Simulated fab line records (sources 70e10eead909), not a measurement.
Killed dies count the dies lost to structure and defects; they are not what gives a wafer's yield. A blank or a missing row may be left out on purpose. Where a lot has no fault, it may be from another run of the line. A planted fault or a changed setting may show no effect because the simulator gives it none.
Matching of chambers :: flow nand harc :: rie si-05 running NHARC_A_DECK1_JOINT_ETCHBACK_07: 4 sister chambers
The step etches the open film in HBr, target depth 105 nm, time 26.9 s. 8 wafers are shown with their chamber, then 7 later ones without.

== EACH WAFER AND ITS CHAMBER ==
wafer: L506.1
chamber: 3
drypump motor current A (A): 6.5
oes product au (a.u.): 0.999

wafer: L509.1
chamber: 1
drypump motor current A (A): 6.1
oes product au (a.u.): 0.995

wafer: L509.2
chamber: 2
drypump motor current A (A): 6.1
oes product au (a.u.): 0.998

wafer: L511.2
chamber: 2
drypump motor current A (A): 6.0
oes product au (a.u.): 1.000

wafer: L511.3
chamber: 3
drypump motor current A (A): 6.5
oes product au (a.u.): 1.002

wafer: L511.6
chamber: 1
drypump motor current A (A): 6.1
oes product au (a.u.): 1.005

wafer: L514.4
chamber: 0
drypump motor current A (A): 5.5
oes product au (a.u.): 1.007

wafer: L514.5
chamber: 0
drypump motor current A (A): 5.5
oes product au (a.u.): 1.006

== WAFERS WITH NO CHAMBER GIVEN ==
wafer: L514.6
drypump motor current A (A): 6.1
oes product au (a.u.): 1.006

wafer: L518.3
drypump motor current A (A): 5.5
oes product au (a.u.): 0.992

wafer: L518.4
drypump motor current A (A): 6.1
oes product au (a.u.): 1.003

wafer: L518.6
drypump motor current A (A): 6.5
oes product au (a.u.): 1.003

wafer: L527.1
drypump motor current A (A): 6.1
oes product au (a.u.): 1.007

wafer: L527.5
drypump motor current A (A): 5.5
oes product au (a.u.): 1.003

wafer: L527.6
drypump motor current A (A): 6.1
oes product au (a.u.): 0.996

== THE CHAMBER EACH PASSED THROUGH ==
wafer: L514.6
from the rows above: can't be placed: 1 or 2
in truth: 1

wafer: L518.3
from the rows above: 0
in truth: 0

wafer: L518.4
from the rows above: can't be placed: 1 or 2
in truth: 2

wafer: L518.6
from the rows above: 3
in truth: 3

wafer: L527.1
from the rows above: can't be placed: 1 or 2
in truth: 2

wafer: L527.5
from the rows above: 0
in truth: 0

wafer: L527.6
from the rows above: can't be placed: 1 or 2
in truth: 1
3 of 7 placed correctly. Unplaceable from these rows: 4, with the true chamber sitting among the candidates in 4. Number placed wrongly: 0.
How it was worked out, from the rows above alone: a wafer's distance from a chamber is the root of the sum, over the readings, of the square of ((its reading less the chamber's mean) divided by the reading's scatter). If the next closest chamber is less than 2 further off than the closest, the wafer can't be placed; otherwise it belongs to the closest. For every chamber, the mean is computed from those of its wafers that are shown. The scatter: the root of (the sum of the squares of (reading less its chamber's mean) over the shown wafers, divided by (wafers less chambers)).
